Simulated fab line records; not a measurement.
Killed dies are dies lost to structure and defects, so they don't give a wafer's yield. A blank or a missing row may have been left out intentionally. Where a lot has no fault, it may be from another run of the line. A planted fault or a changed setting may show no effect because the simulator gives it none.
Chamber matching | flow n5-finfet | N5_DUMMY_GATE_STRIP_41 on rie-diel-04: 4 sister chambers
The step strips in O2. 8 wafers are shown with their chamber, then 8 later ones without.

WAFERS, EACH WITH ITS CHAMBER
wafer  | chamber | showerhead-plenum-p-Torr (Torr) | throttle-valve-pct (%)
L081.2 | 3       | 2.16                            | 16.70
L082.1 | 3       | 2.16                            | 16.69
L082.4 | 1       | 2.16                            | 16.86
L082.5 | 2       | 2.01                            | 16.69
L084.2 | 0       | 2.11                            | 16.43
L084.5 | 0       | 2.11                            | 16.44
L084.6 | 1       | 2.16                            | 16.87
L085.2 | 2       | 2.00                            | 16.71

WAFERS WITHOUT THEIR CHAMBER
wafer  | showerhead-plenum-p-Torr (Torr) | throttle-valve-pct (%)
L085.5 | 2.16                            | 16.87
L085.6 | 2.11                            | 16.44
L086.1 | 2.16                            | 16.70
L086.3 | 2.16                            | 16.86
L086.5 | 2.16                            | 16.88
L090.3 | 2.10                            | 16.45
L090.4 | 2.16                            | 16.70
L090.6 | 2.16                            | 16.71

WHICH CHAMBER EACH WENT THROUGH
wafer  | from the rows above | in truth
L085.5 | 1                   | 1
L085.6 | 0                   | 0
L086.1 | 3                   | 3
L086.3 | 1                   | 1
L086.5 | 1                   | 1
L090.3 | 0                   | 0
L090.4 | 3                   | 3
L090.6 | 3                   | 3
Correctly placed: 8 of 8. From these rows, 0 cannot be placed. Number placed wrongly: 0.
How it was worked out, from the rows above alone: a wafer's distance from a chamber is the root of the sum, over the readings, of the square of ((its reading less the chamber's mean) divided by the reading's scatter). If the next closest chamber is less than 2 further off than the closest, the wafer can't be placed; otherwise it belongs to the closest. The mean given for a chamber averages the wafers shown for that chamber. The scatter is the square root of a quotient: the sum, over the shown wafers, of each reading's squared deviation from its chamber's mean, divided by wafers minus chambers.
